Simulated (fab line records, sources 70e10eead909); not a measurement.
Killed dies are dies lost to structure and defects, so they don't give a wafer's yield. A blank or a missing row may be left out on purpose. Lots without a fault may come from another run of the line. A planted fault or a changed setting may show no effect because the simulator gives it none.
fab line records | flow nand_harc
record lots=5 wafers=15 last_day=33
route steps=1302 shown A_STAIRCASE@660 END@1302
lots that met no fault: from a run of the same line without faults
start_h: hours from the record's first day to the start of the lot's first wafer shown | wait_h: hours since the lot's step before | " the same as in the row above | L1.1+2: a row that stands for several wafers | - no value, or no start given | * or withheld: withheld | < > ~ a bound
route shown NAME@n: a module of which the file shows steps, and the number in the route of the first | usual: mean/standard deviation of fault-free wafers | same: alike in all rows | chamber/n: place in a boat | sites: the reading at each site | _std_site: their standard deviation | _edge_site: outer sites' mean less inner sites' | radius_mm: how far each site lies from the wafer's centre | mask NAME#n: copy n | behind: the tool/chamber that last shaped the wafer | hold: why the lot was held/for how many hours/how that ended | device: the transistor (n, p or np) that didn't switch | end of line: the same wafers' tests at the end of the route | a step without rows: its recipe alone | killed: dies lost to structure and defects at the first sort, not the wafer's yield | map: a wafer's dies, x killed, . not, _ none there
set.NAME: the setting as run; set.NAME@STEP: as run at that earlier step | model.NAME: the simulator's own value behind a step, which no gauge read
lots at some steps of the route; a table a step, a row a wafer
services: from which hour (start_h, from the record's first day; less than 0 if before it) a tool's chamber was out of use, for how many hours, and why
## steps
# step NHARC_A_STAIRCASE_SOFTBAKE_04
# recipe temp_c=135 time_s=170
# step NHARC_A_STAIRCASE_EBR_05
# step NHARC_A_STAIRCASE_EXPOSE_06
# recipe na=0.5 dose_mj=25.43 mask_id=STAIR
# step NHARC_A_STAIRCASE_PEB_07
# recipe peb_temp_c=115 peb_time_s=130
# step NHARC_A_STAIRCASE_DEVELOP_08
# recipe time_s=140
# step NHARC_A_STAIRCASE_HARDBAKE_10
# recipe temp_c=120 time_s=140
# step NHARC_A_STAIRCASE_DESCUM_11
# recipe time_s=3 o2_flow_sccm=200 ar_flow_sccm=0 bias_power_w=0 chemistry=O2
# usual drypump_motor_current_A=5.58/0.3 oes_product_au=1.001/0.0071 rf_vpp_V=57.9/0.92 showerhead_plenum_p_Torr=1.93/0.088 throttle_valve_pct=11.310/0.0088
# columns lot.wafer tool chamber start_h wait_h drypump_motor_current_A oes_product_au rf_hours_counter_h rf_vpp_V showerhead_plenum_p_Torr throttle_valve_pct
L923.3 rie_diel-02 1 356.70 - 5.67 1.000 43 57.0 1.82 11.291
L923.2 " 3 " " 5.14 1.009 43 57.1 1.76 11.302
L923.4 " 0 " " 5.23 1.011 42 56.6 1.83 11.320
L928.4 rie_diel-09 3 398.47 - 5.21 1.008 27 56.9 1.91 11.296
L928.2 " 0 " " 5.76 1.009 27 58.7 1.99 11.317
L928.5 " 2 " " 5.76 1.001 - 58.8 1.89 11.309
L938.1 rie_diel-02 2 497.42 - 5.68 0.994 30 58.7 1.94 11.324
L938.2 " 0 " " 5.24 0.998 26 58.1 1.82 11.302
L938.6 " 3 " " 5.12 1.004 - 58.4 2.07 11.314
L942.1 rie_diel-09 0 537.16 - 5.77 1.004 10 58.5 1.98 11.314
L942.5 " 0 " " 5.79 1.007 - 58.1 1.98 11.315
L942.6 " 1 " " 5.66 0.996 - 58.8 2.02 11.323
L946.2 rie_diel-06 3 583.36 - 5.81 1.006 28 58.9 1.94 11.314
L946.3 " 0 " " 6.22 1.005 31 58.7 1.90 11.304
L946.5 " 2 " " 5.75 1.007 - 59.7 2.01 11.302
# step NHARC_A_STAIRCASE_TRIM_12
# recipe time_s=211.2 o2_flow_sccm=500 ar_flow_sccm=0 bias_w=0 chemistry=O2
# usual drypump_motor_current_A=5.6/0.31 oes_product_au=1.000/0.0078 rf_vpp_V=57.8/0.89 showerhead_plenum_p_Torr=3.55/0.15 throttle_valve_pct=17.036/0.0083
# columns lot.wafer tool chamber start_h wait_h drypump_motor_current_A oes_product_au rf_hours_counter_h rf_vpp_V showerhead_plenum_p_Torr throttle_valve_pct
L923.4 rie_diel-02 0 356.79 0.1 5.2 0.987 42 57.9 3.39 17.041
L923.2 " 1 " " 5.7 0.986 43 57.5 3.36 17.034
L923.3 " 2 " " 5.7 0.989 44 57.5 3.59 17.039
L928.4 rie_diel-09 0 398.57 0.1 5.8 1.001 27 58.0 3.66 17.032
L928.2 " 2 " " 5.8 1.002 20 57.1 3.49 17.040
L928.5 " 1 " " 5.6 0.999 - 56.3 3.74 17.017
L938.1 rie_diel-02 2 497.54 0.1 5.7 0.998 30 58.4 3.57 17.025
L938.2 " 3 " " 5.1 0.995 27 57.5 3.79 17.048
L938.6 " 2 " " 5.7 0.997 - 58.2 3.57 17.032
L942.1 rie_diel-09 0 537.25 0.1 5.8 0.988 10 58.3 3.64 17.030
L942.6 " 1 " " 5.7 0.998 - 57.9 3.71 17.038
L942.5 " 3 " " 5.2 1.002 - 56.8 3.50 17.032
L946.2 rie_diel-06 0 583.45 0.1 6.3 1.012 31 58.3 3.50 17.040
L946.3 " 1 " " 5.3 0.994 37 56.5 3.30 17.018
L946.5 " 0 " " 6.3 1.010 - 56.9 3.50 17.035
# step NHARC_A_STAIRCASE_ETCH_13
# recipe target_depth_a=1000 time_s=40.5 ion_energy_ev=400 c4f8_flow_sccm=20 o2_flow_sccm=10 ar_flow_sccm=withheld rf_w=600 bias_w=1000 chemistry=C4F8/O2
# usual oes_product_au=0.943/0.012 rf_vpp_V=897/5.7
# columns lot.wafer tool chamber start_h wait_h oes_product_au rf_hours_counter_h rf_vpp_V
L923.4 rie_diel-02 1 - - 0.940 43 889
L923.3 " 3 " " 0.943 43 886
L923.2 " 0 " " 0.951 42 889
L928.4 rie_diel-09 1 - - 0.938 20 903
L928.2 " 3 " " 0.949 27 896
L928.5 " 2 " " 0.937 - 894
L938.1 rie_diel-02 3 - - 0.930 27 906
L938.2 " 2 " " 0.930 30 897
L938.6 " 0 " " 0.929 - 890
L942.1 rie_diel-09 3 - - 0.944 12 894
L942.5 " 1 " " 0.933 - 902
L942.6 " 3 " " 0.938 - 896
L946.3 rie_diel-06 2 - - 0.953 33 902
L946.2 " 3 " " 0.945 29 897
L946.5 " 2 " " 0.951 - 901
# step NHARC_A_STAIRCASE_TRIM_14
# recipe time_s=211.2 o2_flow_sccm=500 ar_flow_sccm=0 bias_w=0 chemistry=O2
# usual drypump_motor_current_A=5.6/0.3 oes_product_au=1.002/0.0067 rf_vpp_V=57.8/0.88 showerhead_plenum_p_Torr=3.54/0.15 throttle_valve_pct=17.038/0.0092
# columns lot.wafer tool chamber start_h wait_h drypump_motor_current_A oes_product_au rf_hours_counter_h rf_vpp_V showerhead_plenum_p_Torr throttle_valve_pct
L923.2 rie_diel-02 0 - - 5.3 0.993 42 58.7 3.39 17.052
L923.3 " 1 " " 5.7 1.001 43 57.6 3.36 17.049
L923.4 " 3 " " 5.1 1.000 43 56.6 3.26 17.037
L928.4 rie_diel-09 3 - - 5.3 1.006 27 57.0 3.53 17.031
L928.2 " 0 " " 5.8 1.004 27 58.7 3.66 17.040
L928.5 " 2 " " 5.8 1.003 - 58.0 3.49 17.026
L938.2 rie_diel-02 3 - - 5.1 1.002 27 58.0 3.79 17.046
L938.1 " 1 " " 5.7 1.000 29 57.4 3.34 17.045
L938.6 " 3 " " 5.1 0.989 - 58.9 3.79 17.030
L942.1 rie_diel-09 0 - - 5.8 0.999 10 57.1 3.64 17.028
L942.5 " 0 " " 5.8 0.998 - 57.3 3.64 17.044
L942.6 " 1 " " 5.7 0.985 - 58.4 3.71 17.058
L946.3 rie_diel-06 1 - - 5.3 1.000 37 56.6 3.30 17.037
L946.2 " 0 " " 6.2 1.010 31 58.6 3.50 17.031
L946.5 " 1 " " 5.3 1.004 - 56.3 3.30 17.027
# step NHARC_A_STAIRCASE_ETCH_15
# recipe target_depth_a=1000 time_s=40.5 ion_energy_ev=400 c4f8_flow_sccm=20 o2_flow_sccm=10 ar_flow_sccm=withheld rf_w=600 bias_w=1000 chemistry=C4F8/O2
# usual oes_product_au=0.944/0.0084 rf_vpp_V=896/5.7
# columns lot.wafer tool chamber start_h wait_h oes_product_au rf_hours_counter_h rf_vpp_V
L923.4 rie_diel-02 0 - - 0.935 42 891
L923.2 " 1 " " 0.945 43 890
L923.3 " 2 " " 0.958 44 898
L928.4 rie_diel-09 0 - - 0.931 27 902
L928.2 " 1 " " 0.946 20 904
L928.5 " 0 " " 0.931 - 901
L938.2 rie_diel-02 1 - - 0.940 29 888
L938.1 " 0 " " 0.931 27 890
L938.6 " 2 " " 0.940 - 899
L942.1 rie_diel-09 0 - - 0.942 10 900
L942.6 " 1 " " 0.942 - 902
L942.5 " 0 " " 0.943 - 900
L946.3 rie_diel-06 3 - - 0.942 29 897
L946.2 " 0 " " 0.938 31 894
L946.5 " 2 " " 0.936 - 901
# step NHARC_A_STAIRCASE_TRIM_16
# recipe time_s=211.2 o2_flow_sccm=500 ar_flow_sccm=0 bias_w=0 chemistry=O2
# usual drypump_motor_current_A=5.6/0.32 oes_product_au=1.000/0.007 rf_vpp_V=57.8/0.88 showerhead_plenum_p_Torr=3.53/0.15 throttle_valve_pct=17.037/0.0088
# columns lot.wafer tool chamber start_h wait_h drypump_motor_current_A oes_product_au rf_hours_counter_h rf_vpp_V showerhead_plenum_p_Torr throttle_valve_pct
L923.3 rie_diel-02 3 357.25 - 5.2 0.996 44 56.7 3.26 17.042
L923.2 " 0 " " 5.2 1.001 42 57.9 3.39 17.043
L923.4 " 1 " " 5.7 1.004 43 57.4 3.36 17.027
L928.2 rie_diel-09 0 399.16 - 5.8 1.000 27 58.1 3.66 17.040
L928.4 " 3 " " 5.2 0.999 27 58.1 3.53 17.049
L928.5 " 0 " " 5.8 1.014 - 57.6 3.66 17.032
L938.2 rie_diel-02 0 498.47 - 5.3 0.994 27 57.9 3.37 17.040
L938.1 " 1 " " 5.7 1.201 29 57.5 3.34 17.047
L938.6 " 0 " " 5.3 0.990 - 57.2 3.37 17.027
L942.1 rie_diel-09 1 537.78 - 5.7 1.002 10 58.3 3.71 17.037
L942.5 " 1 " " 5.7 0.984 - 56.8 3.71 17.042
L942.6 " 3 " " 5.2 1.005 - 57.4 3.50 17.014
L946.2 rie_diel-06 0 584.07 - 6.2 1.011 31 58.9 3.50 17.043
L946.3 " 1 " " 5.3 0.990 37 56.8 3.30 17.029
L946.5 " 3 " " 5.8 1.010 - 58.1 3.57 17.039
# step NHARC_A_STAIRCASE_ETCH_17
# recipe target_depth_a=1000 time_s=40.5 ion_energy_ev=400 c4f8_flow_sccm=20 o2_flow_sccm=10 ar_flow_sccm=withheld rf_w=600 bias_w=1000 chemistry=C4F8/O2
# step NHARC_END_SORT_01
# recipe temp_c=25
# usual killed_at_array=54/16 killed_at_other=0.6/0.86 killed_at_periphery=3.8/2.6 killed_dies=58/16 killed_open=3.3/1.8 killed_short=2.7/1.7
# same gross_dies=677
# columns lot.wafer tool chamber start_h wait_h killed_at_array killed_at_other killed_at_periphery killed_dies killed_open killed_short
L923.2 prober-01 0 572.08 2.8 69 0 4 73 2 2
L923.3 prober-01 0 572.88 3.1 67 0 4 71 3 2
L923.4 prober-01 0 573.68 3.4 62 0 7 69 8 0
L928.2 prober-01 0 603.22 2.8 74 0 3 77 2 4
L928.4 prober-01 0 604.81 3.4 70 0 1 71 1 4
L928.5 prober-01 0 605.61 3.7 71 0 8 79 2 2
L938.1 prober-01 0 700.78 2.5 664 1 4 669 0 4
# killed by level:class
L923.2 A_CHANNEL_HOLE_D1:chamber_film_flake=28 A_SLIT:chamber_film_flake=22 A_CHANNEL_HOLE_D2:chamber_film_flake=4 A_CONTACT:chamber_film_flake=4 A_WL_FILL:chamber_film_flake=3 A_STAIRCASE:chamber_film_flake=2 A_DECK1_JOINT:geometric_particle:short=1 A_ONON_D2:geometric_particle:open=1
L923.3 A_CHANNEL_HOLE_D1:chamber_film_flake=33 A_SLIT:chamber_film_flake=13 A_CONTACT:chamber_film_flake=7 A_CHANNEL_HOLE_D2:chamber_film_flake=4 A_WL_FILL:chamber_film_flake=3 P_M0:geometric_particle:short=1 A_DECK1_JOINT:geometric_particle:short=1 A_ONON_D2:geometric_particle:open=1
L923.4 A_CHANNEL_HOLE_D1:chamber_film_flake=29 A_SLIT:chamber_film_flake=14 A_ONON_D2:geometric_particle:open=4 A_CHANNEL_HOLE_D2:chamber_film_flake=4 A_CONTACT:chamber_film_flake=4 P_CONTACT:chamber_film_flake=2 A_DECK1_JOINT:chamber_film_flake=2 A_STAIRCASE:chamber_film_flake=2
L928.2 A_CHANNEL_HOLE_D1:chamber_film_flake=34 A_SLIT:chamber_film_flake=17 A_CHANNEL_HOLE_D2:chamber_film_flake=6 A_DECK1_JOINT:chamber_film_flake=3 A_STAIRCASE:chamber_film_flake=3 A_CONTACT:chamber_film_flake=3 P_M0:chamber_film_flake=2 A_CHANNEL_FILL_D1:chamber_film_flake=2
L928.4 A_CHANNEL_HOLE_D1:chamber_film_flake=29 A_SLIT:chamber_film_flake=13 A_CHANNEL_HOLE_D2:chamber_film_flake=10 A_CONTACT:chamber_film_flake=8 A_CHANNEL_FILL_D1:geometric_particle:short=3 A_STAIRCASE:chamber_film_flake=2 A_ONON_D2:geometric_particle:open=1 A_CHANNEL_FILL_D2:geometric_particle:short=1
L928.5 A_CHANNEL_HOLE_D1:chamber_film_flake=33 A_SLIT:chamber_film_flake=13 A_CHANNEL_HOLE_D2:chamber_film_flake=9 A_CONTACT:chamber_film_flake=7 P_M0:chamber_film_flake=5 A_CHANNEL_FILL_D1:chamber_film_flake=3 A_STAIRCASE:chamber_film_flake=3 P_STI:geometric_particle:short=1
L938.1 A_STAIRCASE:area_trim=628 A_CHANNEL_HOLE_D2:chamber_film_flake=16 A_CHANNEL_HOLE_D1:chamber_film_flake=5 A_SLIT:chamber_film_flake=4 A_CONTACT:chamber_film_flake=3 A_DECK1_JOINT:geometric_particle:short=2 A_WL_FILL:geometric_particle:short=2 P_M1:chamber_film_flake=2
# map L938.1 (x killed, . not)
____________.____________
_________.xxx.xx_________
_______x.xxxxxx.xx_______
______xxxxxxxxxxxxx______
_____xxxxxxxxxxxxxxx_____
____xx.xxxxxxxxxxxxxx____
____xxxxxxxxxxxxxxxxx____
___xxxxxxxxxxxxxxxxxxx___
___xxxxxxxxxxxxxxxxxxx___
__xxxxxxxxxxxxxxxxxxxxx__
__xxxxxxxxxxxxxxxxxxxxx__
_xxxxxxxxxxxxxxxxxxxxxxx_
_xxxxxxxxxxxxxxxxxxxxxxx_
_xxxxxxxxxxxxxxxxxxxxxx._
_xxxxxxxxxxxxxxxxxxxxxxx_
_xxxxxxxxxxxxxxxxxxxxxxx_
xxxxxxxxxxxxxxxxxxxxxxxxx
xxxxxxxxxxxxxxxxxxxxxxxxx
xxxxxxxxxxxxxxxxxxxxxxxx.
xxxxxxxxxxxxxxxxxxxxxxxxx
xxxxxxxxxxxxxxxxxxxxxxxxx
_xxxxxxxxxxxxxxxxxxxxxxx_
_xxxxxxxxxxxxxxxxxxxxxxx_
_xxxxxxxxxxxxxxxxxxxxxxx_
_xxxxxxxxxxxxxxxxxxxxxxx_
_xxxxxxxxxxxxxxxxxxxxxxx_
__xxxxxxxxxxxxxxxxxxxxx__
__xxxxxxxxxxxxxxxxxxxxx__
___xxxxxxxxxxxxxxxxxxx___
___xxxxxxxxxxxxxxxxxxx___
____xxxxxxxxxxxxxxxxx____
____xxxxxxxxxxxxxxxxx____
_____xxxxxxxxxxxxxxx_____
______xxxxxxxxxxxxx______
_______xxxxxxxxxxx_______
_________xxxxxxx_________
____________x____________
# map L923.2 (x killed, . not)
____________.____________
_________.xx...._________
_______....x...x.._______
______..xx.xxx.....______
_____.....xxx.x..x.._____
____....x.xxxx.......____
____......xxxx...x...____
___......xxx..........___
___...x....x..........___
__........x........x...__
__.......x....xx.......__
_......................._
_......................._
_......................._
_......................._
_........x.............._
.........x....xx.........
.........................
............x............
........x...........x....
.............x...........
_......................x_
_......................._
_x......x....x.........._
_......................._
_......................._
__................x....__
__..x..................__
___.................x.___
___..............xxx.x___
____.............x.xx____
____.x............xxx____
_____.x........xxxxx_____
______..........xxx______
_______xx.......xx_______
_________......._________
____________.____________
## services
# columns tool chamber start_h hours kind
rie_diel-02 0 349.04 - clean
rie_diel-02 1 349.04 - clean
rie_diel-02 2 349.04 - clean
rie_diel-02 3 349.04 - clean
rie_diel-09 0 355.25 - clean
rie_diel-09 1 355.25 - clean
rie_diel-09 2 355.25 - clean
rie_diel-09 3 355.25 - clean
rie_diel-02 3 365.74 8.2 repair
rie_diel-02 0 373.60 - clean
rie_diel-02 1 373.60 - clean
rie_diel-02 2 373.60 - clean
rie_diel-09 0 379.75 - clean
rie_diel-09 1 379.75 - clean
rie_diel-09 2 379.75 - clean
rie_diel-09 3 379.75 - clean
rie_diel-02 - 394.62 9.0 pm
rie_diel-02 0 394.62 9.0 vent_cycle
rie_diel-02 1 394.62 12.4 vent_cycle
rie_diel-06 - 485.31 9.0 pm
rie_diel-09 - 497.99 9.0 pm
rie_diel-06 - 505.38 0.5 repair
rie_diel-09 2 528.34 13.0 repair
rie_diel-02 - 571.62 9.0 pm
## key
first_sign step=NHARC_A_STAIRCASE_TRIM_16 reading=oes_product_au direction=up sigmas=29 usual=1.000 struck=1.201
effect step=NHARC_END_SORT_01 reading=killed_at_array direction=up sigmas=38 usual=54 struck=664
more_kills_born_at NHARC_A_STAIRCASE_TRIM_16@rie_diel-02=628
met_at NHARC_A_STAIRCASE_TRIM_16
struck_wafers L938.1
later_rows_left_out L938.1
tester_left_out L938
onset_between 357.25 498.47
fault kind=process_parameter_drift tool=rie_diel-02 chamber=- onset_h=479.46 steps=NHARC_A_STAIRCASE_TRIM_16 channel=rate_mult offset=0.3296 shape=step end_h=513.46 scope=struck_wafers_only
# tester_left_out: of these lots the tester's yield and bins aren't shown, on N5 and GAA mostly nor the transistor test; their killed dies are dies lost to structure and defects alone, not to doping, threshold or leakage, so they don't give the yield
# later_rows_left_out: the simulator's readings of these wafers behind a module that went badly wrong aren't trusted and aren't shown, but for the sort
